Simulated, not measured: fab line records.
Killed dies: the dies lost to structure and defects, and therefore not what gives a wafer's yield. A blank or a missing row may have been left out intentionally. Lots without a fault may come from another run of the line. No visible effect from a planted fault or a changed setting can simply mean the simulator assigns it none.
A struck lot beside a sound one + flow nand_harc + 14 out of 1159 route steps
Sound: wafers L928.1, L928.3, L928.4. Struck: wafer L912.5. (L912.2, L912.3 of the same lot were not struck and are left out.) The cause comes at the end.
Per side, at each step with rows, come the tool, then ch with its chambers, and then its first start. Under that, the readings that differ: sound wafers + struck wafers + difference of the means + sigmas: that difference in standard deviations of wafers without a fault.
alike: readings with means less than 2 such deviations apart, plus words and numbers identical on both sides. not compared: withheld readings, readings lacking a value on some wafer, bounds such as >300 that could conceal the same value, and numbers that have no deviation in the record and whose values overlap.
Wherever a step has rows on one side only, a row that says differs or no value, or a row with sigmas, the two part there. Numbers that have no deviation but don't overlap get no sigmas and don't part them. A reading that every wafer of one side lacks parts them only if that side has two wafers or more.

first, 3 steps without rows for these wafers: NHARC_THIN_TSV_EXPOSE_09 (exposes mask TSV); NHARC_THIN_TSV_PEB_10 (peb time 85 s); NHARC_THIN_TSV_DEVELOP_11 (time 70 s).
NHARC_THIN_TSV_CD_MEAS_12 targets a cd of 1000 nm.
  sound on cd_sem-02 ch 0, day 23 09:52; struck on cd_sem-01 ch 0, day 19 10:12
  alike: cd_nm
then, 1 step without rows for these wafers: NHARC_THIN_TSV_HARDBAKE_13 (time 80 s).
NHARC_THIN_TSV_DESCUM_14: chemistry O2, time 3 s.
  sound on rie_diel-06 ch 0,1,2, day 23 10:01; struck on rie_diel-09 ch 0, day 19 10:23
  alike: drypump_motor_current_A, oes_product_au, rf_vpp_V, showerhead_plenum_p_Torr, throttle_valve_pct
  not compared: rf_hours_counter_h
NHARC_THIN_TSV_ETCH_44: etches the open film in CF4/O2, target depth 1594.2 nm, time 797.1 s.
  sound on rie_diel-06 ch 0,1,3, day 23 10:07; struck on rie_diel-09 ch 2, day 19 10:31
| reading               | sound             | struck | difference | sigmas |
|-----------------------|-------------------|--------|------------|--------|
| oes_product_au (a.u.) | 1.028 1.000 0.992 | 0.982  | -0.025     | -2     |
| rf_vpp_V (V)          | 788 796 788       | 802    | +11        | +2     |
  alike: drypump_motor_current_A, showerhead_plenum_p_Torr, throttle_valve_pct
  not compared: rf_hours_counter_h
NHARC_THIN_TSV_ETCH_15: target depth 3000 nm, bosch target overetch cycles 2, bosch etch step 2.8 s.
  sound on rie_si-03 ch 1,2,3, day 23 10:41; struck on rie_si-03 ch 0, day 19 11:03
  alike: drypump_motor_current_A
  not compared: rf_hours_counter_h
NHARC_THIN_TSV_CD_MEAS_16:
  sound on cd_sem-03, day 23 10:49; struck on cd_sem-01, day 19 11:10
| reading    | sound              | struck | difference | sigmas |
|------------|--------------------|--------|------------|--------|
| cd_nm (nm) | 998.9 1001.4 999.6 | 1004.0 | +4.0       | +2     |
NHARC_THIN_TSV_STRIP_45: strips in O2.
  sound on plasma_asher-01 ch 0,1, day 23 10:57; struck on plasma_asher-01 ch 0, day 19 11:14
  alike: drypump_motor_current_A, heater_power_w, rf_refl_power_W
  not compared: rf_hours_counter_h
then, 2 steps without rows for these wafers: NHARC_THIN_TSV_STRIP_46 (strips in post etch residue remover, time 1200 s); NHARC_THIN_TSV_DEP_47 (deposits SiO2, target thk 200 nm).
NHARC_THIN_TSV_ETCHBACK_48: etches the open film in C4F8/Ar, target depth 1028.5 nm, time 405.17 s.
  sound on rie_diel-10 ch 0,2,3, day 23 12:06; struck on rie_diel-06 ch 2, day 19 12:30
| reading          | sound             | struck | difference | sigmas      |
|------------------|-------------------|--------|------------|-------------|
| run_length_s (s) | 426.5 426.4 426.9 | 335.6  | -91.0      | -99 or more |
  alike: oes_product_au, rf_vpp_V
  not compared: rf_hours_counter_h
NHARC_THIN_TSV_STRIP_62: strips in N2/H2, time 20 s.
  sound on plasma_asher-01 ch 0,1, day 23 12:45; struck on plasma_asher-01 ch 1, day 19 12:51
  alike: drypump_motor_current_A, heater_power_w, rf_refl_power_W
  not compared: rf_hours_counter_h

== WHERE THEY PART ==
Earliest at NHARC_THIN_TSV_ETCH_44; latest, in this record, at NHARC_THIN_TSV_ETCHBACK_48. Later steps at which nothing parts them and some readings are alike: NHARC_THIN_TSV_STRIP_62.

WHY: what the simulator had put in
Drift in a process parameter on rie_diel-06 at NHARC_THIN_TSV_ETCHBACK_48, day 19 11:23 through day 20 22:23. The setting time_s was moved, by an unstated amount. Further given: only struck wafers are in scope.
